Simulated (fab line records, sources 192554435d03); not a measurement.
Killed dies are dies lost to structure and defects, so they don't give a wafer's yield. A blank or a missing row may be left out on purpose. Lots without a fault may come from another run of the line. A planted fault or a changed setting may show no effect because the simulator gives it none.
Chamber matching | flow n5_finfet | N5_BEOL_M5_PRE_CLEAN_77 on cvd_co-02: 3 sister chambers
The step time 15 s. 24 wafers are shown with their chamber, then 12 later ones without.

WAFERS WITH THEIR CHAMBER
wafer  | chamber | heater_power_w (W)
L075.2 | 2       | 97
L075.4 | 1       | 96
L075.6 | 2       | 96
L078.1 | 1       | 101
L078.2 | 2       | 97
L078.3 | 0       | 65
L078.4 | 1       | 100
L078.5 | 0       | 65
L078.6 | 2       | 96
L079.1 | 1       | 101
L079.2 | 0       | 67
L079.4 | 0       | 67
L082.1 | 2       | 98
L082.3 | 1       | 101
L082.4 | 0       | 67
L086.1 | 1       | 97
L086.2 | 2       | 96
L086.3 | 0       | 65
L086.4 | 2       | 95
L086.5 | 1       | 96
L086.6 | 0       | 64
L087.1 | 1       | 99
L087.2 | 0       | 68
L087.3 | 2       | 95

SIGNATURES (means of the wafers above)
reading        | chamber 0 | chamber 1 | chamber 2 | scatter within a chamber
heater_power_w | 66.00     | 98.88     | 96.25     | 1.64
Rule: a wafer's distance from a chamber is the root of the sum, over the readings, of the square of ((its reading less the chamber's mean) divided by the reading's scatter). The wafer belongs to the nearest chamber; if the next one is less than 2 further off, it can't be placed. The scatter: the root of (the sum of the squares of (reading less its chamber's mean) over the shown wafers, divided by (wafers less chambers)).

WAFERS WITHOUT THEIR CHAMBER
wafer  | heater_power_w (W)
L087.4 | 66
L087.5 | 98
L087.6 | 99
L092.1 | 67
L092.5 | 95
L092.6 | 66
L096.1 | 67
L096.3 | 66
L096.4 | 97
L097.2 | 68
L097.3 | 97
L097.5 | 65

WHICH CHAMBER EACH WENT THROUGH
wafer  | from the rows above     | in truth
L087.4 | 0                       | 0
L087.5 | can't be placed: 1 or 2 | 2
L087.6 | can't be placed: 1 or 2 | 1
L092.1 | 0                       | 0
L092.5 | can't be placed: 2 or 1 | 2
L092.6 | 0                       | 0
L096.1 | 0                       | 0
L096.3 | 0                       | 0
L096.4 | can't be placed: 2 or 1 | 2
L097.2 | 0                       | 0
L097.3 | can't be placed: 2 or 1 | 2
L097.5 | 0                       | 0
Placed correctly: 7 of 12. Can't be placed from these rows: 5 (the true chamber is among the candidates in 5). Placed wrongly: 0.
